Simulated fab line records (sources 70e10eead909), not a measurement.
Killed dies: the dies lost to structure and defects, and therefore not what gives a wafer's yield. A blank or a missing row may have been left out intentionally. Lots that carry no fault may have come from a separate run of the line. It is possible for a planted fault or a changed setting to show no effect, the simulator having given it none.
fab line records	flow nandHarc
record: lots: 24	wafers: 72	lastDay: 24
route steps=1159 shown P_M0@263 P_M1@301 P_M2@343 P_BONDPAD@353
lots with no fault: from the same line, run without faults
startH: hours from the record's first day to the start of the lot's first wafer shown	waitH: hours elapsed since this lot's preceding step	" identical to the entry in the row above	L1.1+2: a single row standing in for several wafers	- no value, or no start was given	* or withheld: withheld	< > ~ a bound
route shown NAME@n: a module of which the file shows steps, and the number in the route of the first	usual: mean/standard deviation of fault-free wafers	same: alike in all rows	chamber/n: place in a boat	sites: per-site readings	_std_site: standard deviation of those values	_edge_site: outer sites' mean less inner sites'	radiusMm: for every site, how far away it sits from the centre of the wafer	mask NAME#n: copy n	behind: the most recent tool/chamber to have shaped the wafer	hold: the reason the lot was held/the length of the hold in hours/how it ended	device: the transistor (n, p or np) that didn't switch	end of line: the tests these same wafers got at the end of their route	for a step that has no rows: nothing shown but its recipe	killed: at the first sort, the dies lost to defects and structure; wafer yield is something else	map: a wafer's dies, x killed, . not, _ none there
set.NAME: the setting as run; set.NAME@STEP: as run at that earlier step	model.NAME: the simulator's own value behind a step, which no gauge read
the route's steps for a sample of lots (tables are steps, rows are wafers)
services: when a tool's chamber went out of use (startH, in hours from the record's first day, below 0 if earlier), for how many hours, and the reason
== steps ==
step: NHARC_P_M0_CD_MEAS_09
recipe: targetCdNm: 90	landingEnergyEv: 500
usual: cdNm: 90.4/0.62
lot.wafer	tool	chamber	startH	waitH	cdNm
L075.1	cdSem-02	0	123.10	-	89.8
L075.2	"	0	"	"	89.3
L075.4	"	0	"	"	90.9
L074.1	cdSem-02	0	125.33	-	89.5
L074.5	"	0	"	"	90.2
L074.6	"	0	"	"	89.9
L076.3	cdSem-02	0	128.68	-	91.3
L076.4	"	0	"	"	90.2
L076.5	"	0	"	"	91.5
L078.2	cdSem-02	0	140.27	-	89.2
L078.4	"	0	"	"	90.3
L078.5	"	0	"	"	89.8
L077.2	cdSem-02	0	141.59	-	90.6
L077.3	"	0	"	"	90.2
L077.4	"	0	"	"	89.4
L079.1	cdSem-03	0	142.00	-	90.0
L079.4	"	0	"	"	90.2
L079.5	"	0	"	"	89.9
L080.3	cdSem-02	0	153.01	-	90.3
L080.5	"	0	"	"	90.9
L080.6	"	0	"	"	90.0
L081.3	cdSem-02	0	166.59	-	90.9
L081.4	"	0	"	"	90.2
L081.6	"	0	"	"	90.6
L083.1	cdSem-02	0	166.77	-	91.1
L083.2	"	0	"	"	90.6
L083.5	"	0	"	"	91.1
L082.2	cdSem-01	0	167.81	-	89.4
L082.3	"	0	"	"	90.2
L082.6	"	0	"	"	89.6
L084.1	cdSem-01	0	188.49	-	91.8
L084.2	"	0	"	"	91.2
L084.5	"	0	"	"	91.2
L086.2	cdSem-02	0	190.52	-	90.2
L086.3	"	0	"	"	90.6
L086.4	"	0	"	"	90.6
L085.1	cdSem-02	0	190.80	-	91.7
L085.3	"	0	"	"	90.7
L085.4	"	0	"	"	91.0
L087.1	cdSem-03	0	191.07	-	90.6
L087.2	"	0	"	"	90.3
L087.3	"	0	"	"	91.0
L089.2	cdSem-03	0	207.34	-	89.8
L089.4	"	0	"	"	89.5
L089.5	"	0	"	"	90.2
L090.2	cdSem-02	0	208.37	-	90.2
L090.3	"	0	"	"	91.0
L090.6	"	0	"	"	89.7
L088.2	cdSem-02	0	208.81	-	91.0
L088.3	"	0	"	"	90.5
L088.6	"	0	"	"	90.5
L091.3	cdSem-01	0	214.95	-	90.4
L091.4	"	0	"	"	90.5
L091.6	"	0	"	"	90.2
L092.2	cdSem-03	0	221.52	-	89.5
L092.4	"	0	"	"	90.3
L092.5	"	0	"	"	90.8
L093.2	cdSem-03	0	230.78	-	89.9
L093.3	"	0	"	"	90.4
L093.5	"	0	"	"	89.8
L095.1	cdSem-02	0	235.60	-	88.7
L095.4	"	0	"	"	89.3
L095.6	"	0	"	"	89.9
L094.1	cdSem-03	0	236.16	-	91.0
L094.4	"	0	"	"	91.2
L094.6	"	0	"	"	90.1
L096.1	cdSem-01	0	256.15	-	90.1
L096.4	"	0	"	"	90.7
L096.6	"	0	"	"	90.8
L097.1	cdSem-02	0	256.31	-	89.9
L097.4	"	0	"	"	90.8
L097.6	"	0	"	"	89.9
step: NHARC_P_M0_PRE_CLEAN_31
recipe: timeS: 12	tempC: 370	rfPowerW: 300	gas: NH3
usual: heaterPowerW: 643/90
lot.wafer	tool	chamber	startH	waitH	heaterPowerW
L075.1	pecvd-02	2	125.84	0.1	806
L075.2	"	0	"	"	582
L075.4	"	0	"	"	579
L074.1	pecvd-02	2	128.28	0.1	722
L074.5	"	2	"	"	733
L074.6	"	0	"	"	530
L076.3	pecvd-02	1	131.40	0.1	597
L076.4	"	2	"	"	792
L076.5	"	0	"	"	638
L078.2	pecvd-04	1	143.03	0.1	737
L078.4	"	1	"	"	730
L078.5	"	2	"	"	774
L077.2	pecvd-04	0	144.36	0.1	491
L077.3	"	1	"	"	745
L077.4	"	2	"	"	676
L079.1	pecvd-02	2	144.87	0.1	761
L079.4	"	1	"	"	621
L079.5	"	2	"	"	743
L080.3	pecvd-01	0	155.76	0.1	592
L080.5	"	2	"	"	624
L080.6	"	0	"	"	589
L081.3	pecvd-02	1	169.32	0.1	665
L081.6	"	1	"	"	648
L081.4	"	2	"	"	719
L083.1	pecvd-01	1	169.49	0.1	673
L083.2	"	0	"	"	681
L083.5	"	0	"	"	683
L082.2	pecvd-01	0	170.59	0.1	591
L082.3	"	1	"	"	564
L082.6	"	2	"	"	568
L084.1	pecvd-02	1	191.25	0.1	604
L084.2	"	2	"	"	783
L084.5	"	0	"	"	536
L086.3	pecvd-01	1	193.38	0.1	607
L086.2	"	2	"	"	581
L086.4	"	2	"	"	583
L085.3	pecvd-04	2	194.13	0.1	659
L085.1	"	1	"	"	812
L085.4	"	0	"	"	512
L087.3	pecvd-04	0	194.47	0.4	496
L087.2	"	1	"	"	760
L087.1	"	2	"	"	726
L089.2	pecvd-01	2	210.11	0.1	625
L089.4	"	1	"	"	651
L089.5	"	2	"	"	623
L090.2	pecvd-02	0	211.11	0.1	569
L090.3	"	1	"	"	648
L090.6	"	2	"	"	694
L088.2	pecvd-04	1	211.58	0.1	833
L088.3	"	2	"	"	749
L088.6	"	0	"	"	540
L091.3	pecvd-01	0	217.74	0.1	579
L091.4	"	2	"	"	595
L091.6	"	2	"	"	604
L092.2	pecvd-01	2	224.36	0.1	639
L092.5	"	1	"	"	582
L092.4	"	2	"	"	654
L093.2	pecvd-04	0	233.51	0.1	509
L093.3	"	1	"	"	860
L093.5	"	1	"	"	830
L095.1	pecvd-02	2	238.45	0.2	798
L095.4	"	0	"	"	584
L095.6	"	2	"	"	788
L094.1	pecvd-02	2	238.90	0.1	772
L094.6	"	0	"	"	528
L094.4	"	1	"	"	593
L096.1	pecvd-01	1	258.87	0.1	557
L096.6	"	1	"	"	561
L096.4	"	2	"	"	549
L097.1	pecvd-04	1	259.18	0.2	741
L097.6	"	0	"	"	561
L097.4	"	2	"	"	656
step: NHARC_P_M1_CD_MEAS_16
usual: cdNm: 129.9/0.93
lot.wafer	tool	chamber	startH	waitH	cdNm
L075.1	cdSem-02	-	127.51	-	131.3
L075.2	"	-	"	"	130.4
L075.4	"	-	"	"	130.5
L074.1	cdSem-02	-	130.12	-	130.1
L074.5	"	-	"	"	130.4
L074.6	"	-	"	"	128.8
L076.3	cdSem-02	-	133.10	-	127.5
L076.4	"	-	"	"	131.1
L076.5	"	-	"	"	130.5
L078.2	cdSem-03	-	144.98	-	129.4
L078.4	"	-	"	"	128.6
L078.5	"	-	"	"	129.5
L077.2	cdSem-03	-	146.01	-	128.8
L077.3	"	-	"	"	129.1
L077.4	"	-	"	"	129.9
L079.1	cdSem-03	-	146.71	-	129.7
L079.4	"	-	"	"	129.4
L079.5	"	-	"	"	129.9
L080.3	cdSem-03	-	157.43	-	130.3
L080.5	"	-	"	"	129.0
L080.6	"	-	"	"	131.5
L081.3	cdSem-02	-	171.04	-	128.0
L081.4	"	-	"	"	130.6
L081.6	"	-	"	"	129.1
L083.1	cdSem-02	-	171.52	-	129.6
L083.2	"	-	"	"	131.3
L083.5	"	-	"	"	129.5
L082.2	cdSem-01	-	172.41	-	129.4
L082.3	"	-	"	"	130.3
L082.6	"	-	"	"	129.3
L084.1	cdSem-02	-	193.06	-	131.5
L084.2	"	-	"	"	129.9
L084.5	"	-	"	"	129.5
L086.2	cdSem-02	-	195.18	-	129.2
L086.3	"	-	"	"	128.7
L086.4	"	-	"	"	129.1
L085.1	cdSem-03	-	195.84	-	129.4
L085.3	"	-	"	"	128.9
L085.4	"	-	"	"	128.7
L087.1	cdSem-01	-	196.30	-	129.7
L087.2	"	-	"	"	128.8
L087.3	"	-	"	"	130.5
L089.2	cdSem-01	-	211.92	-	131.3
L089.4	"	-	"	"	128.8
L089.5	"	-	"	"	129.8
L090.2	cdSem-02	-	212.93	-	129.8
L090.3	"	-	"	"	131.1
L090.6	"	-	"	"	130.6
L088.2	cdSem-02	-	213.42	-	130.9
L088.3	"	-	"	"	131.4
L088.6	"	-	"	"	130.7
L091.3	cdSem-02	-	219.69	-	129.4
L091.4	"	-	"	"	129.2
L091.6	"	-	"	"	129.0
L092.2	cdSem-02	-	226.20	-	129.9
L092.4	"	-	"	"	131.6
L092.5	"	-	"	"	129.8
L093.2	cdSem-02	-	235.25	-	130.2
L093.3	"	-	"	"	129.1
L093.5	"	-	"	"	130.8
L095.1	cdSem-01	-	240.20	-	131.9
L095.4	"	-	"	"	130.8
L095.6	"	-	"	"	129.8
L094.1	cdSem-01	-	240.84	-	129.9
L094.4	"	-	"	"	129.0
L094.6	"	-	"	"	129.6
L096.1	cdSem-02	-	260.66	-	131.6
L096.4	"	-	"	"	131.6
L096.6	"	-	"	"	130.7
L097.1	cdSem-02	-	261.00	-	129.4
L097.4	"	-	"	"	127.8
L097.6	"	-	"	"	129.9
step: NHARC_P_M2_ANNEAL_31
recipe: tempC: 225	timeS: 90
usual: wafer_temp_C_max: 226.3/0.35
lot.wafer	tool	chamber	startH	waitH	wafer_temp_C_max
L075.1	rtpAnneal-02	0	133.23	0.3	226.2
L075.2	"	0	"	"	226.0
L075.4	"	0	"	"	226.3
L074.1	rtpAnneal-01	0	135.91	-	225.5
L074.5	"	0	"	"	226.0
L074.6	"	0	"	"	226.6
L076.3	rtpAnneal-02	0	139.01	0.4	226.2
L076.4	"	0	"	"	225.8
L076.5	"	0	"	"	225.7
L078.2	rtpAnneal-02	0	150.75	-	226.0
L078.4	"	0	"	"	226.7
L078.5	"	0	"	"	226.1
L077.2	rtpAnneal-01	0	151.86	0.3	226.4
L077.3	"	0	"	"	226.3
L077.4	"	0	"	"	226.3
L079.1	rtpAnneal-02	0	152.52	0.3	226.1
L079.4	"	0	"	"	226.0
L079.5	"	0	"	"	226.1
L080.3	rtpAnneal-01	0	163.16	0.3	226.6
L080.5	"	0	"	"	226.3
L080.6	"	0	"	"	226.0
L081.3	rtpAnneal-01	0	176.76	0.3	226.2
L081.4	"	0	"	"	226.4
L081.6	"	0	"	"	227.4
L083.1	rtpAnneal-01	0	177.47	-	226.8
L083.2	"	0	"	"	226.6
L083.5	"	0	"	"	226.7
L082.2	rtpAnneal-01	0	178.21	0.3	226.8
L082.3	"	0	"	"	226.3
L082.6	"	0	"	"	226.4
L084.1	rtpAnneal-01	0	198.72	0.3	226.6
L084.2	"	0	"	"	226.6
L084.5	"	0	"	"	226.4
L086.2	rtpAnneal-02	0	201.02	0.3	226.0
L086.3	"	0	"	"	226.2
L086.4	"	0	"	"	225.9
L085.1	rtpAnneal-02	0	202.07	-	225.9
L085.3	"	0	"	"	226.3
L085.4	"	0	"	"	225.7
L087.1	rtpAnneal-02	0	202.38	0.6	226.2
L087.2	"	0	"	"	226.1
L087.3	"	0	"	"	226.3
L089.2	rtpAnneal-01	0	217.69	0.4	226.9
L089.4	"	0	"	"	226.9
L089.5	"	0	"	"	226.5
L090.2	rtpAnneal-01	0	218.67	0.4	226.4
L090.3	"	0	"	"	225.9
L090.6	"	0	"	"	226.7
L088.2	rtpAnneal-01	0	219.51	0.3	226.6
L088.3	"	0	"	"	226.2
L088.6	"	0	"	"	226.5
L091.3	rtpAnneal-01	0	225.43	0.3	226.5
L091.4	"	0	"	"	226.2
L091.6	"	0	"	"	226.8
L092.2	rtpAnneal-01	0	231.89	-	226.5
L092.4	"	0	"	"	226.3
L092.5	"	0	"	"	225.7
L093.2	rtpAnneal-01	0	240.86	0.3	226.5
L093.3	"	0	"	"	226.0
L093.5	"	0	"	"	226.3
L095.1	rtpAnneal-01	0	246.24	-	226.6
L095.4	"	0	"	"	226.3
L095.6	"	0	"	"	226.3
L094.1	rtpAnneal-02	0	246.59	0.3	225.6
L094.4	"	0	"	"	225.5
L094.6	"	0	"	"	226.1
L096.1	rtpAnneal-02	0	266.67	0.3	225.8
L096.4	"	0	"	"	225.8
L096.6	"	0	"	"	226.2
L097.1	rtpAnneal-01	0	267.34	0.3	226.6
L097.4	"	0	"	"	226.2
L097.6	"	0	"	"	226.7
step: NHARC_P_M2_CMP_23
recipe: tOverpolishS: 20	targetThkNm: 144.3
usual: motorCurrentA: 11.8/0.92	slurryFlowMlMin: 150.0/0.49	timeToEndpointS: 28.4/2.5
lot.wafer	tool	chamber	startH	waitH	motorCurrentA	slurryFlowMlMin	timeToEndpointS
L075.1	cmp-01	0	133.57	-	13.3	149.9	31.3
L075.2	"	2	"	"	10.9	150.1	27.0
L075.4	"	3	"	"	11.5	149.8	29.5
L074.1	cmp-03	2	136.28	-	11.6	149.7	29.9
L074.5	"	2	"	"	11.9	149.4	27.8
L074.6	"	3	"	"	11.4	150.1	27.8
L076.3	cmp-02	1	139.28	-	12.3	149.7	30.6
L076.4	"	3	"	"	10.9	150.1	30.6
L076.5	"	1	"	"	12.0	150.2	29.5
L078.2	cmp-01	3	151.04	-	11.1	150.5	27.6
L078.4	"	0	"	"	12.9	150.0	29.0
L078.5	"	0	"	"	13.1	149.8	29.0
L077.3	cmp-01	3	152.15	-	11.2	150.2	26.6
L077.4	"	0	"	"	12.8	150.8	30.2
L077.2	"	2	"	"	11.1	149.5	28.1
L079.4	cmp-02	1	152.90	-	12.0	150.0	27.9
L079.1	"	3	"	"	11.9	150.4	27.3
L079.5	"	1	"	"	11.9	149.6	28.9
L080.3	cmp-02	1	163.43	-	11.9	150.9	28.8
L080.5	"	0	"	"	13.7	150.2	23.4
L080.6	"	1	"	"	12.1	150.3	28.7
L081.3	cmp-03	3	177.00	-	11.2	149.6	33.4
L081.4	"	1	"	"	12.7	151.2	34.8
L081.6	"	3	"	"	11.0	150.4	31.5
L083.1	cmp-03	0	177.81	-	10.8	149.4	25.6
L083.2	"	1	"	"	12.5	150.4	27.1
L083.5	"	1	"	"	12.5	150.2	31.4
L082.2	cmp-03	1	178.53	-	12.8	150.0	28.4
L082.3	"	3	"	"	11.2	150.6	29.3
L082.6	"	1	"	"	11.4	150.6	33.1
L084.2	cmp-01	0	199.07	-	12.5	150.2	26.4
L084.1	"	2	"	"	10.6	150.0	24.0
L084.5	"	0	"	"	12.5	150.1	27.0
L086.2	cmp-03	2	201.31	-	11.6	150.7	28.9
L086.4	"	0	"	"	11.2	150.3	24.3
L086.3	"	1	"	"	12.5	149.8	32.0
L085.4	cmp-02	0	202.42	-	14.1	151.1	25.6
L085.1	"	1	"	"	11.4	149.5	29.0
L085.3	"	3	"	"	11.8	150.4	29.9
L087.3	cmp-03	2	202.76	-	11.9	149.6	30.3
L087.2	"	3	"	"	11.6	150.0	31.4
L087.1	"	0	"	"	11.3	148.7	29.4
L089.4	cmp-03	0	217.99	-	11.2	150.8	23.2
L089.2	"	2	"	"	11.8	149.4	29.8
L089.5	"	1	"	"	12.4	149.7	29.3
L090.2	cmp-01	2	219.02	-	10.8	149.8	24.6
L090.3	"	3	"	"	11.2	150.0	26.3
L090.6	"	1	"	"	10.9	150.3	25.7
L088.2	cmp-03	1	219.86	-	12.1	150.1	31.6
L088.3	"	2	"	"	11.9	150.3	30.7
L088.6	"	0	"	"	11.8	150.0	26.4
L091.4	cmp-02	3	225.68	-	12.0	149.4	28.8
L091.3	"	1	"	"	11.7	150.3	27.0
L091.6	"	3	"	"	12.5	150.7	31.1
L092.2	cmp-01	1	232.18	-	11.4	150.1	27.9
L092.4	"	3	"	"	11.4	150.1	28.5
L092.5	"	2	"	"	10.9	149.6	25.1
L093.3	cmp-02	0	241.16	-	13.6	150.3	25.2
L093.2	"	2	"	"	10.7	149.1	27.3
L093.5	"	1	"	"	11.8	149.6	27.3
L095.1	cmp-03	2	246.58	-	12.1	150.5	30.0
L095.4	"	1	"	"	11.6	150.1	29.8
L095.6	"	2	"	"	12.0	149.7	29.4
L094.4	cmp-02	2	246.93	-	10.3	149.9	28.7
L094.1	"	3	"	"	12.3	149.0	28.8
L094.6	"	3	"	"	11.9	149.8	28.2
L096.1	cmp-01	1	267.04	-	11.4	150.2	30.3
L096.4	"	3	"	"	11.7	149.6	29.1
L096.6	"	0	"	"	12.9	151.0	25.8
L097.4	cmp-01	3	267.77	-	11.2	149.7	29.4
L097.1	"	0	"	"	13.2	150.4	28.4
L097.6	"	1	"	"	11.0	149.5	30.7
step: NHARC_P_BONDPAD_THK_MEAS_33
recipe: thkMeasGauge: ellipsometry
usual: thkNm: 199.9/1.5
lot.wafer	tool	chamber	startH	waitH	thkNm
L075.1	filmMetro-01	-	135.39	0.2	200.5
L075.2	"	-	"	"	200.9
L075.4	"	-	"	"	199.4
L074.1	filmMetro-01	-	138.26	0.2	199.2
L074.5	"	-	"	"	198.8
L074.6	"	-	"	"	201.8
L076.3	filmMetro-02	-	141.12	0.2	198.3
L076.4	"	-	"	"	198.7
L076.5	"	-	"	"	198.9
L078.2	filmMetro-01	-	152.89	0.2	200.6
L078.4	"	-	"	"	199.8
L078.5	"	-	"	"	201.4
L077.2	filmMetro-02	-	153.90	0.2	201.5
L077.3	"	-	"	"	201.4
L077.4	"	-	"	"	202.3
L079.1	filmMetro-01	-	154.59	0.2	200.6
L079.4	"	-	"	"	197.0
L079.5	"	-	"	"	198.9
L080.3	filmMetro-01	-	165.07	0.2	201.6
L080.5	"	-	"	"	201.3
L080.6	"	-	"	"	198.2
L081.3	filmMetro-01	-	178.92	0.2	197.9
L081.4	"	-	"	"	199.0
L081.6	"	-	"	"	199.0
L083.1	filmMetro-02	-	179.50	0.2	196.6
L083.2	"	-	"	"	201.0
L083.5	"	-	"	"	197.5
L082.2	filmMetro-02	-	180.18	0.2	201.3
L082.3	"	-	"	"	201.7
L082.6	"	-	"	"	201.4
L084.1	filmMetro-01	-	200.87	0.2	199.2
L084.2	"	-	"	"	199.9
L084.5	"	-	"	"	199.8
L086.2	filmMetro-02	-	202.98	0.2	199.2
L086.3	"	-	"	"	200.2
L086.4	"	-	"	"	199.5
L085.1	filmMetro-02	-	204.16	0.2	199.0
L085.3	"	-	"	"	198.4
L085.4	"	-	"	"	198.7
L087.1	filmMetro-01	-	204.40	0.2	200.1
L087.2	"	-	"	"	198.8
L087.3	"	-	"	"	197.8
L089.2	filmMetro-01	-	219.70	0.2	200.0
L089.4	"	-	"	"	199.6
L089.5	"	-	"	"	200.4
L090.2	filmMetro-01	-	220.71	0.2	199.6
L090.3	"	-	"	"	201.3
L090.6	"	-	"	"	200.0
L088.2	filmMetro-02	-	221.67	0.2	201.4
L088.3	"	-	"	"	201.6
L088.6	"	-	"	"	199.9
L091.3	filmMetro-01	-	227.38	0.2	200.9
L091.4	"	-	"	"	198.5
L091.6	"	-	"	"	197.9
L092.2	filmMetro-01	-	233.87	0.2	198.4
L092.4	"	-	"	"	199.5
L092.5	"	-	"	"	201.3
L093.2	filmMetro-02	-	242.84	0.2	198.0
L093.3	"	-	"	"	202.0
L093.5	"	-	"	"	202.0
L095.1	filmMetro-02	-	248.24	0.2	200.4
L095.4	"	-	"	"	198.8
L095.6	"	-	"	"	201.2
L094.1	filmMetro-01	-	248.60	0.2	201.7
L094.4	"	-	"	"	202.7
L094.6	"	-	"	"	197.0
L096.1	filmMetro-02	-	268.70	0.2	199.1
L096.4	"	-	"	"	200.0
L096.6	"	-	"	"	201.3
L097.1	filmMetro-01	-	269.60	0.2	199.4
L097.4	"	-	"	"	201.1
L097.6	"	-	"	"	198.8
== services ==
tool	chamber	startH	hours	kind
cmp-03	-	137.93	2.5	repair
cmp-01	-	139.12	0.9	repair
cmp-03	-	141.31	1.4	repair
cmp-02	-	143.17	4.0	pm
pecvd-02	-	153.01	13.0	pm
pecvd-02	0	153.01	13.0	ventCycle
pecvd-02	1	153.01	13.0	ventCycle
pecvd-02	2	153.01	13.0	ventCycle
cmp-03	-	156.00	4.0	pm
cmp-03	-	160.00	-	consumableReplace:conditioner
cmp-03	-	160.00	-	consumableReplace:pad
cmp-02	-	170.12	1.8	repair
cmp-01	-	179.77	4.0	pm
pecvd-04	-	195.00	13.0	pm
cmp-02	-	199.29	1.6	repair
cmp-03	-	206.64	2.0	repair
pecvd-04	-	222.64	4.0	repair
cmp-03	-	231.27	12.4	repair
pecvd-01	-	237.10	13.0	pm
cmp-02	-	241.34	4.0	pm
cmp-01	-	243.70	0.5	repair
cmp-02	-	251.00	3.0	repair
cmp-03	-	254.00	4.0	pm
pecvd-02	2	262.31	14.6	repair
== key ==
fault none
